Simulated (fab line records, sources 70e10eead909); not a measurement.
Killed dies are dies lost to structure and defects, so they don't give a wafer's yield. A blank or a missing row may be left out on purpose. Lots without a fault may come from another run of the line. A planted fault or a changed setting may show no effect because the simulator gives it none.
A struck lot beside a sound one | flow nand_harc | 15 steps out of a route of 1302
Sound: wafers L826.4, L826.5, L826.6. Struck: wafers L830.2, L830.4, L830.5. The cause comes at the end.
At each step with rows: each side's tool, then ch and its chambers, then its first start. Under that, the readings that differ: sound wafers | struck wafers | difference of the means | sigmas: that difference in standard deviations of wafers without a fault.
alike: readings whose means differ by less than 2 such deviations, and words and numbers that are the same on both sides. not compared: withheld readings, readings that some wafer has no value for, bounds like >300 that may hide the same value, and numbers for which the record gives no deviation and whose values overlap.
The two part at a step that has a row with sigmas, a row that says differs or no value, or rows on one side only. Numbers that don't overlap but have no deviation are shown without sigmas and don't part them. A reading that every wafer of one side lacks parts them only if that side has two wafers or more.

first, 6 steps without rows for these wafers: NHARC_P_ZERO_WELL_COAT_05 (resist thk 600 nm); NHARC_P_ZERO_WELL_SOFTBAKE_06 (time 70 s); NHARC_P_ZERO_WELL_EBR_07; NHARC_P_ZERO_WELL_EXPOSE_08 (exposes mask P ZERO, target cd 500 nm); NHARC_P_ZERO_WELL_PEB_09 (peb time 80 s); NHARC_P_ZERO_WELL_DEVELOP_10 (time 50 s).
NHARC_P_ZERO_WELL_CD_MEAS_11: target cd 500 nm.
  sound on cd_sem-02 ch 0, day 1 07:11; struck on cd_sem-02 ch 0, day 2 23:16
  alike: cd_nm
then, 1 step without rows for these wafers: NHARC_P_ZERO_WELL_HARDBAKE_12 (time 65 s).
NHARC_P_ZERO_WELL_DESCUM_13: chemistry O2, time 3 s.
  sound on rie_diel-04 ch 0,1,3, day 1 07:22; struck on rie_diel-04 ch 2,3, day 2 23:25
  alike: drypump_motor_current_A, oes_product_au, rf_vpp_V, showerhead_plenum_p_Torr, throttle_valve_pct
  not compared: rf_hours_counter_h
NHARC_P_ZERO_WELL_ETCH_65: etches the open film in N2/H2, target depth 80 nm, overetch 24 nm, time 87.88 s.
  sound on rie_diel-04 ch 0,1,3, day 1 07:28; struck on rie_diel-04 ch 2,3, day 2 23:31
  alike: drypump_motor_current_A, oes_product_au, rf_vpp_V, showerhead_plenum_p_Torr, throttle_valve_pct
  not compared: rf_hours_counter_h
NHARC_P_ZERO_WELL_ETCH_62: etches the open film in CHF3/Ar, target depth 13 nm, time 6.5 s.
  sound on rie_diel-04 ch 0,1,3; struck on rie_diel-04 ch 0,2
  alike: drypump_motor_current_A, oes_product_au, rf_vpp_V, showerhead_plenum_p_Torr, throttle_valve_pct
  not compared: rf_hours_counter_h
NHARC_P_ZERO_WELL_ETCH_63: etches the open film in HBr/Cl2, target depth 120 nm, time 40.1 s.
  sound on rie_si-06 ch 1,2,3, day 1 07:40; struck on rie_si-06 ch 0,1,3, day 2 23:43
  alike: drypump_motor_current_A, oes_product_au, throttle_valve_pct
  not compared: rf_hours_counter_h
NHARC_P_ZERO_WELL_STRIP_15: strips in SPM, time 900 s.
  sound on wet_bench-05 ch 2,3,7, day 1 07:47; struck on wet_bench-05 ch 1,4,7, day 2 23:50
  no value came back on the struck wafers for bath_guard_temp_C (C), bath_heat_duty_pct (%); on the sound wafers bath_guard_temp_C (C) reads 130.5 130.0 130.7
then, 1 step without rows for these wafers: NHARC_P_ZERO_WELL_DEHYDRATE_16 (time 120 s).
-- the record jumps here: 23 days lie between the struck wafers' starts before and after (it left off in module P_ZERO_WELL and takes up again in module END, whose first step shown is number 1302 of the route) --
NHARC_END_SORT_01:
  the record has rows for the struck wafers here (prober-01 ch 0, day 25 16:59) and none for the sound ones

WHERE THEY PART
First at NHARC_P_ZERO_WELL_STRIP_15; last, within this record, at NHARC_END_SORT_01.

WHY: what the simulator had put in
Skipped step whole: wet_bench-05, from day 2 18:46 on, at NHARC_P_ZERO_WELL_STRIP_15. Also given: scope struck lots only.
